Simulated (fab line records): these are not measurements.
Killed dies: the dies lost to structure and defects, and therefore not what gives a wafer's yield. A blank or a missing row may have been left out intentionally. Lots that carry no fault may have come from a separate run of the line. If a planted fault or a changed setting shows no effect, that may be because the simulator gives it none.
Which tool is to blame?	flow nand-harc	20 lots with 60 wafers sampled at 6 steps, on a route of 1159 steps

## WHAT THE GAUGES SHOWED, per wafer
The record holds no reading of a measuring or inspecting step that can be judged against a usual standard deviation.

## WHAT TOOL EACH LOT RAN ON (gives the tool, then ch and the chambers of the sampled wafers, and finally the start)
lot	NHARC_A_STAIRCASE_TRIM_202	NHARC_A_STAIRCASE_TRIM_222	NHARC_A_STAIRCASE_TRIM_235	NHARC_A_STAIRCASE_DESCUM_291	NHARC_A_STAIRCASE_HM_OPEN_460	NHARC_A_STAIRCASE_ETCH_294
L074	rie-diel-13 ch 0,1,3, day 11 00:46 or earlier	rie-diel-11 ch 0,2,3, day 11 00:46 or earlier	rie-diel-11 ch 1,2, day 11 00:46 or earlier	rie-diel-09 ch 0,2,3, day 11 00:46	rie-diel-09 ch 2,3, no start	rie-diel-09 ch 0,1,3, no start
L075	rie-diel-13 ch 1,2, day 12 05:40 or earlier	rie-diel-13 ch 1,2, day 12 05:40 or earlier	rie-diel-09 ch 0,2,3, day 12 05:40 or earlier	rie-diel-13 ch 0,2,3, day 12 05:40	rie-diel-13 ch 1,2,3, no start	rie-diel-13 ch 0,1,3, no start
L077	rie-diel-11 ch 2,3, day 12 06:17 or earlier	rie-diel-11 ch 0,2, day 12 06:17 or earlier	rie-diel-13 ch 1,3, day 12 06:17 or earlier	rie-diel-09 ch 0,2,3, day 12 06:17	rie-diel-09 ch 2,3, no start	rie-diel-09 ch 2,3, no start
L078	rie-diel-13 ch 0,2, day 12 09:51 or earlier	rie-diel-11 ch 0,1,2, day 12 09:51 or earlier	rie-diel-09 ch 1,2, day 12 09:51 or earlier	rie-diel-09 ch 0,1,2, day 12 09:51	rie-diel-09 ch 1,2,3, no start	rie-diel-09 ch 0,2, no start
L079	rie-diel-09 ch 1,2,3, day 12 13:07 or earlier	rie-diel-13 ch 0,1, day 12 13:07 or earlier	rie-diel-09 ch 0,1,2, day 12 13:07 or earlier	rie-diel-09 ch 0,2,3, day 12 13:07	rie-diel-09 ch 2,3, no start	rie-diel-09 ch 2,3, no start
L081	rie-diel-09 ch 1,2,3, day 13 14:46 or earlier	rie-diel-11 ch 0,2,3, day 13 14:46 or earlier	rie-diel-09 ch 0,2, day 13 14:46 or earlier	rie-diel-11 ch 0,2,3, day 13 14:46	rie-diel-11 ch 0,1,2, no start	rie-diel-11 ch 0,1,3, no start
L082	rie-diel-11 ch 0,3, day 13 15:35 or earlier	rie-diel-13 ch 0,1, day 13 15:35 or earlier	rie-diel-11 ch 0,2,3, day 13 15:35 or earlier	rie-diel-09 ch 1,3, day 13 15:35	rie-diel-09 ch 1,2,3, no start	rie-diel-09 ch 1,2,3, no start
L080	rie-diel-09 ch 0,2,3, day 13 21:23 or earlier	rie-diel-13 ch 0,2,3, day 13 21:23 or earlier	rie-diel-13 ch 0,1,3, day 13 21:23 or earlier	rie-diel-11 ch 0,1,3, day 13 21:23	rie-diel-11 ch 0,2,3, no start	rie-diel-11 ch 0,1,2, no start
L084	rie-diel-09 ch 0,3, day 13 23:32 or earlier	rie-diel-11 ch 0,1,3, day 13 23:32 or earlier	rie-diel-11 ch 1,3, day 13 23:32 or earlier	rie-diel-11 ch 0,1, day 13 23:32	rie-diel-11 ch 0,2, no start	rie-diel-11 ch 0,3, no start
L083	rie-diel-11 ch 1,2, day 14 01:13 or earlier	rie-diel-13 ch 2,3, day 14 01:13 or earlier	rie-diel-09 ch 0,1, day 14 01:13 or earlier	rie-diel-09 ch 2,3, day 14 01:13	rie-diel-09 ch 0,1, no start	rie-diel-09 ch 0,3, no start
L088	rie-diel-13 ch 0,3, day 14 13:55 or earlier	rie-diel-11 ch 0,3, day 14 13:55 or earlier	rie-diel-11 ch 2,3, day 14 13:55 or earlier	rie-diel-11 ch 2,3, day 14 13:55	rie-diel-11 ch 1,2, no start	rie-diel-11 ch 1,2, no start
L085	rie-diel-11 ch 1,2, day 14 17:36 or earlier	rie-diel-09 ch 0,3, day 14 17:36 or earlier	rie-diel-09 ch 2,3, day 14 17:36 or earlier	rie-diel-09 ch 0,1, day 14 17:36	rie-diel-09 ch 0,1,2, no start	rie-diel-09 ch 0,1,2, no start
L087	rie-diel-13 ch 0,1,3, day 15 05:34 or earlier	rie-diel-11 ch 0,1, day 15 05:34 or earlier	rie-diel-09 ch 1,2,3, day 15 05:34 or earlier	rie-diel-13 ch 2,3, day 15 05:34	rie-diel-13 ch 1,2, no start	rie-diel-13 ch 0,1,3, no start
L089	rie-diel-09 ch 0,1,2, day 15 10:53 or earlier	rie-diel-13 ch 1,2,3, day 15 10:53 or earlier	rie-diel-09 ch 0,1,3, day 15 10:53 or earlier	rie-diel-13 ch 0,2,3, day 15 10:53	rie-diel-13 ch 0,3, no start	rie-diel-13 ch 0,1, no start
L090	rie-diel-11 ch 1,2, day 15 12:32 or earlier	rie-diel-11 ch 0,1,3, day 15 12:32 or earlier	rie-diel-11 ch 1,2,3, day 15 12:32 or earlier	rie-diel-09 ch 0,2,3, day 15 12:32	rie-diel-09 ch 1,3, no start	rie-diel-09 ch 0,1,2, no start
L092	rie-diel-13 ch 1,2, day 16 02:47 or earlier	rie-diel-11 ch 0,1,3, day 16 02:47 or earlier	rie-diel-13 ch 0,2,3, day 16 02:47 or earlier	rie-diel-13 ch 2,3, day 16 02:47	rie-diel-13 ch 0,2,3, no start	rie-diel-13 ch 1,2, no start
L094	rie-diel-11 ch 1,2, day 16 12:14 or earlier	rie-diel-11 ch 0,2,3, day 16 12:14 or earlier	rie-diel-11 ch 0,1,3, day 16 12:14 or earlier	rie-diel-13 ch 2,3, day 16 12:14	rie-diel-13 ch 0,1,2, no start	rie-diel-13 ch 1,2,3, no start
L095	rie-diel-09 ch 0,1,2, day 16 22:21 or earlier	rie-diel-13 ch 0,1,3, day 16 22:21 or earlier	rie-diel-13 ch 0,2,3, day 16 22:21 or earlier	rie-diel-13 ch 1,2,3, day 16 22:21	rie-diel-13 ch 0,2, no start	rie-diel-13 ch 0,2,3, no start
L096	rie-diel-09 ch 0,1,2, day 16 22:42 or earlier	rie-diel-13 ch 0,3, day 16 22:42 or earlier	rie-diel-09 ch 0,1,3, day 16 22:42 or earlier	rie-diel-09 ch 0,1, day 16 22:42	rie-diel-09 ch 0,1,3, no start	rie-diel-09 ch 2,3, no start
L097	rie-diel-09 ch 1,2, day 17 07:33 or earlier	rie-diel-13 ch 1,2, day 17 07:33 or earlier	rie-diel-13 ch 2,3, day 17 07:33 or earlier	rie-diel-13 ch 0,1,3, day 17 07:33	rie-diel-13 ch 0,3, no start	rie-diel-13 ch 0,2, no start
- NHARC_A_STAIRCASE_TRIM_202: chemistry O2, time 211.2 s.
- NHARC_A_STAIRCASE_TRIM_222: chemistry O2, time 211.2 s.
- NHARC_A_STAIRCASE_TRIM_235: chemistry O2, time 211.2 s.
- NHARC_A_STAIRCASE_DESCUM_291: chemistry O2, time 3 s.
- NHARC_A_STAIRCASE_HM_OPEN_460: chemistry O2/COS.
- NHARC_A_STAIRCASE_ETCH_294: etches the open film in C4F8/O2/Ar, target depth 4992 nm, time 1212.4 s.

## AS READ BY THE TOOLS THEMSELVES (means over the sampled wafers that have a number; for cases with no such wafer, the mark the record gives instead)
NHARC_A_STAIRCASE_TRIM_202.
lot	tool	drypump-motor-current-A (A)	mfc-ar-sccm (sccm)	oes-product-au (a.u.)	rf-vpp-V (V)	showerhead-plenum-p-Torr (Torr)	throttle-valve-pct (%)
L074	rie-diel-13	5.8	0.009	0.988	57.8	3.45	17.037
L075	rie-diel-13	5.5	0.018	0.995	58.2	3.41	17.038
L077	rie-diel-11	5.8	0.008	1.008	58.5	3.47	17.045
L078	rie-diel-13	5.6	0.000	0.998	57.2	3.42	17.032
L079	rie-diel-09	5.3	0.013	1.000	58.3	3.64	17.032
L081	rie-diel-09	5.3	0.013	1.000	58.2	3.64	17.044
L082	rie-diel-11	5.6	0.000	1.006	57.7	3.36	17.042
L080	rie-diel-09	5.1	0.011	0.997	56.9	3.49	17.034
L084	rie-diel-09	5.1	0.019	0.995	58.1	3.48	17.037
L083	rie-diel-11	5.7	0.004	1.011	58.3	3.53	17.036
L088	rie-diel-13	6.2	0.000	0.997	59.2	3.73	17.030
L085	rie-diel-11	5.8	0.008	1.010	57.3	3.49	17.034
L087	rie-diel-13	5.8	0.009	0.999	57.7	3.61	17.032
L089	rie-diel-09	5.2	0.003	1.008	58.6	3.56	17.036
L090	rie-diel-11	5.8	0.008	1.004	57.3	3.49	17.031
L092	rie-diel-13	5.5	0.018	1.002	57.7	3.40	17.032
L094	rie-diel-11	5.7	0.004	1.003	57.4	3.52	17.031
L095	rie-diel-09	5.2	0.003	0.993	57.5	3.56	17.037
L096	rie-diel-09	5.2	0.003	0.995	57.6	3.56	17.030
L097	rie-diel-09	5.4	0.006	0.989	58.5	3.71	17.036

NHARC_A_STAIRCASE_TRIM_222.
lot	tool	drypump-motor-current-A (A)	mfc-ar-sccm (sccm)	oes-product-au (a.u.)	rf-vpp-V (V)	showerhead-plenum-p-Torr (Torr)	throttle-valve-pct (%)
L074	rie-diel-11	5.7	0.004	1.003	57.7	3.43	17.038
L075	rie-diel-13	5.5	0.018	0.996	58.0	3.41	17.033
L077	rie-diel-11	5.6	0.004	1.012	57.0	3.38	17.043
L078	rie-diel-11	5.7	0.004	1.008	57.8	3.45	17.035
L079	rie-diel-13	5.4	0.009	0.988	57.2	3.54	17.044
L081	rie-diel-11	5.7	0.004	1.000	56.9	3.41	17.037
L082	rie-diel-13	5.4	0.009	0.996	58.3	3.54	17.038
L080	rie-diel-13	5.9	0.000	1.006	57.9	3.57	17.031
L084	rie-diel-11	5.6	0.000	1.005	58.2	3.44	17.031
L083	rie-diel-13	6.3	0.000	1.000	57.3	3.64	17.029
L088	rie-diel-11	5.7	0.000	1.004	58.0	3.41	17.039
L085	rie-diel-09	5.1	0.019	1.004	57.7	3.48	17.040
L087	rie-diel-11	5.6	0.000	1.014	57.2	3.48	17.036
L089	rie-diel-13	5.9	0.009	1.006	57.6	3.52	17.031
L090	rie-diel-11	5.6	0.000	1.012	57.6	3.44	17.042
L092	rie-diel-11	5.6	0.000	1.002	57.7	3.43	17.036
L094	rie-diel-11	5.7	0.004	0.999	57.9	3.40	17.029
L095	rie-diel-13	5.8	0.009	1.005	58.7	3.60	17.037
L096	rie-diel-13	6.2	0.000	0.999	57.8	3.72	17.039
L097	rie-diel-13	5.6	0.009	1.014	57.0	3.35	17.037

NHARC_A_STAIRCASE_TRIM_235.
lot	tool	drypump-motor-current-A (A)	mfc-ar-sccm (sccm)	oes-product-au (a.u.)	rf-vpp-V (V)	showerhead-plenum-p-Torr (Torr)	throttle-valve-pct (%)
L074	rie-diel-11	5.8	0.008	0.998	57.6	3.51	17.044
L075	rie-diel-09	5.1	0.011	1.002	57.8	3.49	17.037
L077	rie-diel-13	5.8	0.018	0.989	58.0	3.39	17.033
L078	rie-diel-09	5.3	0.004	0.997	58.2	3.64	17.036
L079	rie-diel-09	5.2	0.003	0.996	57.1	3.58	17.043
L081	rie-diel-09	5.0	0.001	0.998	57.7	3.42	17.038
L082	rie-diel-11	5.7	0.004	0.997	58.1	3.41	17.035
L080	rie-diel-13	5.8	0.009	0.998	58.9	3.61	17.031
L084	rie-diel-11	5.7	0.000	1.001	57.3	3.49	17.042
L083	rie-diel-09	5.1	0.002	0.986	57.4	3.50	17.044
L088	rie-diel-11	5.8	0.008	0.997	56.9	3.45	17.045
L085	rie-diel-09	5.3	0.012	1.009	58.0	3.55	17.027
L087	rie-diel-09	5.3	0.013	0.994	58.5	3.63	17.035
L089	rie-diel-09	5.1	0.012	0.996	57.5	3.56	17.039
L090	rie-diel-11	5.7	0.004	1.005	58.6	3.48	17.026
L092	rie-diel-13	5.9	0.000	1.005	57.7	3.56	17.038
L094	rie-diel-11	5.7	0.000	1.011	57.1	3.43	17.041
L095	rie-diel-13	5.9	0.000	1.009	58.2	3.56	17.033
L096	rie-diel-09	5.2	0.012	0.998	58.2	3.55	17.033
L097	rie-diel-13	6.2	0.000	0.999	58.6	3.63	17.038

NHARC_A_STAIRCASE_DESCUM_291.
lot	tool	drypump-motor-current-A (A)	mfc-ar-sccm (sccm)	oes-product-au (a.u.)	rf-vpp-V (V)	showerhead-plenum-p-Torr (Torr)	throttle-valve-pct (%)
L074	rie-diel-09	5.1	0.011	0.992	57.7	1.89	11.305
L075	rie-diel-13	5.9	0.000	0.992	56.9	1.84	11.313
L077	rie-diel-09	5.1	0.011	0.996	57.6	1.89	11.305
L078	rie-diel-09	5.2	0.003	0.986	58.4	1.94	11.319
L079	rie-diel-09	5.1	0.011	0.996	57.8	1.89	11.311
L081	rie-diel-11	5.7	0.004	1.012	57.4	1.84	11.322
L082	rie-diel-09	5.3	0.014	0.995	58.0	2.02	11.317
L080	rie-diel-11	5.7	0.000	1.012	56.4	1.86	11.321
L084	rie-diel-11	5.6	0.000	1.009	58.0	1.84	11.308
L083	rie-diel-09	5.2	0.020	0.995	58.3	1.92	11.310
L088	rie-diel-11	5.7	0.008	1.008	57.0	1.87	11.312
L085	rie-diel-09	5.0	0.002	1.003	57.6	1.90	11.317
L087	rie-diel-13	6.0	0.000	1.001	57.3	1.88	11.309
L089	rie-diel-13	5.9	0.000	1.008	57.5	1.94	11.310
L090	rie-diel-09	5.1	0.011	0.997	57.1	1.88	11.307
L092	rie-diel-13	6.0	0.000	1.018	57.4	1.88	11.311
L094	rie-diel-13	6.0	0.000	1.006	57.5	1.88	11.302
L095	rie-diel-13	5.9	0.009	1.005	57.0	1.90	11.309
L096	rie-diel-09	5.0	0.002	1.002	57.0	1.89	11.317
L097	rie-diel-13	5.8	0.009	1.000	57.5	1.95	11.313

NHARC_A_STAIRCASE_HM_OPEN_460.
lot	tool	drypump-motor-current-A (A)	mfc-ar-sccm (sccm)	oes-product-au (a.u.)	rf-vpp-V (V)	showerhead-plenum-p-Torr (Torr)	throttle-valve-pct (%)
L074	rie-diel-09	5.3	0.020	0.999	468	3.15	28.331
L075	rie-diel-13	5.8	0.009	0.991	465	2.96	28.332
L077	rie-diel-09	5.3	0.012	0.993	468	3.15	28.324
L078	rie-diel-09	5.3	0.013	1.010	469	3.22	28.322
L079	rie-diel-09	5.3	0.012	0.999	468	3.15	28.325
L081	rie-diel-11	5.6	0.004	1.012	466	3.05	28.342
L082	rie-diel-09	5.3	0.013	0.996	469	3.22	28.331
L080	rie-diel-11	5.7	0.004	1.003	465	3.02	28.338
L084	rie-diel-11	5.7	0.008	1.010	465	3.02	28.319
L083	rie-diel-09	5.0	0.002	0.997	468	3.10	28.327
L088	rie-diel-11	5.7	0.004	1.005	467	3.12	28.330
L085	rie-diel-09	5.2	0.003	1.000	468	3.15	28.337
L087	rie-diel-13	5.5	0.018	0.995	465	3.01	28.335
L089	rie-diel-13	6.1	0.000	0.999	470	3.30	28.339
L090	rie-diel-09	5.3	0.014	0.986	471	3.28	28.330
L092	rie-diel-13	5.9	0.000	1.007	468	3.15	28.341
L094	rie-diel-13	5.5	0.009	1.004	466	3.04	28.339
L095	rie-diel-13	5.6	0.000	1.005	464	3.01	28.331
L096	rie-diel-09	5.2	0.012	1.002	467	3.14	28.331
L097	rie-diel-13	5.8	0.000	1.005	470	3.22	28.330

NHARC_A_STAIRCASE_ETCH_294.
lot	tool	oes-product-au (a.u.)	rf-vpp-V (V)
L074	rie-diel-09	0.924	1817
L075	rie-diel-13	0.945	1820
L077	rie-diel-09	0.943	1829
L078	rie-diel-09	0.933	1825
L079	rie-diel-09	0.949	1829
L081	rie-diel-11	0.942	1821
L082	rie-diel-09	0.931	1835
L080	rie-diel-11	0.941	1820
L084	rie-diel-11	0.950	1815
L083	rie-diel-09	0.930	1824
L088	rie-diel-11	0.940	1827
L085	rie-diel-09	0.943	1830
L087	rie-diel-13	0.950	1833
L089	rie-diel-13	0.933	1827
L090	rie-diel-09	0.936	1830
L092	rie-diel-13	0.938	1817
L094	rie-diel-13	0.925	1825
L095	rie-diel-13	0.936	1829
L096	rie-diel-09	0.943	1827
L097	rie-diel-13	0.955	1816

## THE ANSWER, worked out from the rows above alone
Rule: usual is defined by the lots themselves. The widest of any qualifying gaps counts: lots, ordered by their means at a reading, are off when they make up no more than a third of the lots, leave a main group of 4 or more, and stand apart from it by 3 or more times the standard deviation of that group's means. A main group whose means are all the same, to the digits that the tables above print for the reading, isn't used. A lot without any number at a reading at which 4 lots or more have one is off too. All remaining lots with rows at the step are treated as sound. First the gauges in route order, then the tools' own readings, where a lot's mean is used as printed above. The first step at which some lot is off is used, and at that step the reading that is off furthest; a lot without a number counts as furthest.
Nothing can be told from this: no lot is off at any reading shown.

## WHAT THE SIMULATOR PUT IN
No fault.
